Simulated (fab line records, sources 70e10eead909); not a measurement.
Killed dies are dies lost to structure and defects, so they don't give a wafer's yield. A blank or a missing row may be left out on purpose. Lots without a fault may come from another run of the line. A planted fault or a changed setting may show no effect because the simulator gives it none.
Problem report in the 8D (eight disciplines) form, filled by code | flow nand_harc | the parts of the form that need people (team, actions taken, sign-off) are left out

1. THE PROBLEM
killed_at_array at NHARC_END_SORT_01 reads a mean of 140 on 6 wafers of 2 lots; wafers without a fault read 50 with a standard deviation of 14. That is +6.4 standard deviations from the usual mean.
First seen on wafer L980.1, day 31 22:18, on prober-01. The record holds 6 wafers of 2 lots with a number at this step. Rule for "out", or "out of limits": more than 4 standard deviations from the usual mean. The other wafers with a number count as sound.

2. WHAT IT IS AND WHAT IT IS NOT
question                    | is                           | is not
which readings at this step | killed_at_array, killed_dies | killed_at_other, killed_at_periphery, killed_open, killed_short
which lots                  | L978, L980                   | -
which wafers of those lots  | all that have a number       | -
read on which gauges        | prober-01, prober-02         | -
when                        | from day 31 22:18            | up to then (0 sound wafers)

3. SUSPECTS, AND WHAT RULES EACH OUT
Counting: a tool at a process step up to the reading stays a suspect if it ran every lot that is out and no sound lot after the first of them.
- the gauge at NHARC_END_SORT_01: ruled out. The wafers that are out were read on 2 gauges (prober-01, prober-02).
- pecvd_onon-01 at NHARC_A_ONON_D1_DEP_19 (target thk 1000 nm): kept. It ran every lot that is out, first L978 (day 15 10:09), and no sound lot after that.
- rie_si-02 at NHARC_THIN_TSV_ETCH_15 (target depth 3000 nm, bosch target overetch cycles 2, bosch etch step 2.8 s): kept. It ran every lot that is out, first L980 (day 31 07:26), and no sound lot after that.
Left after counting: pecvd_onon-01 at NHARC_A_ONON_D1_DEP_19, rie_si-02 at NHARC_THIN_TSV_ETCH_15.

4. THE CAUSE (what the simulator had put in)
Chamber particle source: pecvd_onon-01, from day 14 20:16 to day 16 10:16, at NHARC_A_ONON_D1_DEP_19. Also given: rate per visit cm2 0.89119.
Counting left 2 suspects, and this tool is among them.

5. THE CHAIN OF EFFECTS, in route order
Each row: a reading whose mean over the struck wafers that have a number lies more than 3 standard deviations from the usual. Only readings for which the record gives a usual standard deviation are gone through. hours: the time from each lot's start at the first step in this table that gives one to its start at this step, as a median over the lots. sigmas: the change in usual standard deviations.
hours | step              | reading         | usual | on struck wafers | change | sigmas
0     | NHARC_END_SORT_01 | killed_at_array | 50    | 140              | +90    | +6.4
0     | NHARC_END_SORT_01 | killed_dies     | 55    | 144              | +89    | +5.9

6. WHAT WOULD HAVE CAUGHT IT SOONER
In this record the first reading out of limits at a measuring or inspecting step was taken at day 31 22:18, 410 hours after the fault began at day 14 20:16.
All the lots that are out (2) had begun NHARC_A_ONON_D1_DEP_19 on pecvd_onon-01 by day 31 22:18. A hold on the tool at that time would have spared none of them.
